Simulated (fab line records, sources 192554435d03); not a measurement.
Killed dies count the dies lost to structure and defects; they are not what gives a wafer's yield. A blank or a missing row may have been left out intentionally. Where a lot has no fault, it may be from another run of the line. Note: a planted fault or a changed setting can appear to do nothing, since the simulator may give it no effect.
One fault through the eyes of 3 desks -- flow n5_finfet -- numbers are kept per desk, each desk with only its own; the story behind them comes last

## THE DEFECT DESK
Per lot, the means of the sampled wafers with a number show what the inspections along the route counted. A lot is out of limits, marked OUT, if its mean lies more than 4 standard deviations from the usual mean; the brackets give that distance.
Columns: A = raw_defect_count at N5_BEOL_M1_INSPECT_30, usual 421
lot,first seen here,A
L622,day 7 16:12,474
L624,day 7 18:19,426
L628,day 8 00:08,444
L629,day 8 00:25,541
L631,day 8 13:30,337
L635,day 9 12:34,438
L634,day 9 12:46,535
L637,day 10 06:38,442
L642,day 11 12:40,489
L643,day 11 15:14,353
L644,day 12 04:58,318
Finding of this desk: none of the 11 lots has anything out of limits.

## METROLOGY DESK
What the gauges read, lot by lot, whatever tool the lot ran on: means of the sampled wafers that have a number. A lot is out of limits, marked OUT, if its mean lies more than 4 standard deviations from the usual mean; the brackets give that distance. Readings shown: 7 of its 11, picked as those furthest out on some lot.
Columns: A = V0_OVL at N5_BEOL_M1_OVL_MEAS_29, usual 0.6 nm; B = DIBL_N at N5_BEOL_M4_RC_MEAS_101, usual 35.6 mV/V; C = DIBL_P at N5_BEOL_M4_RC_MEAS_101, usual 35.0 mV/V; D = ION_P at N5_BEOL_M4_RC_MEAS_101, usual 460 uA/um; E = SS_N at N5_BEOL_M4_RC_MEAS_101, usual 71.3 mV/dec; F = VT_N at N5_BEOL_M4_RC_MEAS_101, usual 251 mV; G = VT_P at N5_BEOL_M4_RC_MEAS_101, usual -251.5 mV
lot,first seen here,A,B,C,D,E,F,G
L622,day 7 16:10,1.3,34.6,32.6,464,71.2,251,-251.2
L624,day 7 18:16,1.4,38.0,38.8,468,72.0,249,-253.0
L628,day 8 00:04,1.3,35.3,34.0,467,71.3,248,-250.5
L629,day 8 00:21,1.0,35.7,35.6,464,71.6,250,-249.7
L631,day 8 13:27,0.5,33.5,34.8,468,71.2,251,-247.8
L635,day 9 12:31,0.6,38.6,36.4,448,71.5,252,-253.6
L634,day 9 12:43,0.6,35.4,33.8,469,70.5,249,-251.3
L637,day 10 06:35,-0.4,36.6,36.6,458,71.1,251,-250.5
L642,day 11 12:38,0.4,34.6,32.9,457,71.1,250,-252.2
L643,day 11 15:10,-0.3,35.9,35.6,466,70.8,252,-252.6
L644,day 12 04:55,0.0,36.6,36.4,461,71.4,247,-251.6
Finding of this desk: none of the 11 lots has anything out of limits.

## DESK OF THE TOOL OWNER: litho_track-03
The tool's own readings at N5_BEOL_M1_COAT_67 (time 60 s, resist thk 60 nm): means of the sampled wafers that have a number, for each lot that ran on this tool. A lot is out of limits, marked OUT, if its mean lies more than 4 standard deviations from the usual mean; the brackets give that distance.
Columns: A = chill_plate_temp_C at N5_BEOL_M1_COAT_67, usual 23.01 C; B = heater_power_total_W at N5_BEOL_M1_COAT_67, usual 500.4 W; C = plate_temp_C at N5_BEOL_M1_COAT_67, usual 249.99 C
lot,first seen here,A,B,C
L622,day 7 15:50,22.91,501.3,250.09
L624,day 7 17:49,23.03,499.9,250.09
L629,day 7 23:55,22.87,487.9 (-7.0) OUT,244.93 (-28) OUT
L631,day 8 13:01,23.04,487.3 (-7.3) OUT,245.04 (-28) OUT
L644,day 12 04:36,23.14,500.3,249.93
Finding of this desk: L629, L631 out of limits; the first was L629 at day 7 23:55, on heater_power_total_W at N5_BEOL_M1_COAT_67. In limits: L622, L624, L644.

## BROUGHT TOGETHER
The tool owner's desk could have raised an alarm at day 7 23:55, on L629, L631.
Nothing the defect desk looked at was out of limits.
From the metrology desk's view, nothing was out of limits.
The defect desk has L629, L631 on record, within its limits.
The metrology desk holds a record of L629, L631, inside its limits.
Every lot named ran N5_BEOL_M1_COAT_67 on litho_track-03.

## WHAT HAD BEEN PUT IN BY THE SIMULATOR
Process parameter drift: litho_track-03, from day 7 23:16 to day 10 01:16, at N5_BEOL_M1_COAT_67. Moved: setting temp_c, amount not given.
Lots struck among those shown: L629, L631.
Each desk's first reading out of limits, in hours after the fault started: the tool owner's desk, 1.
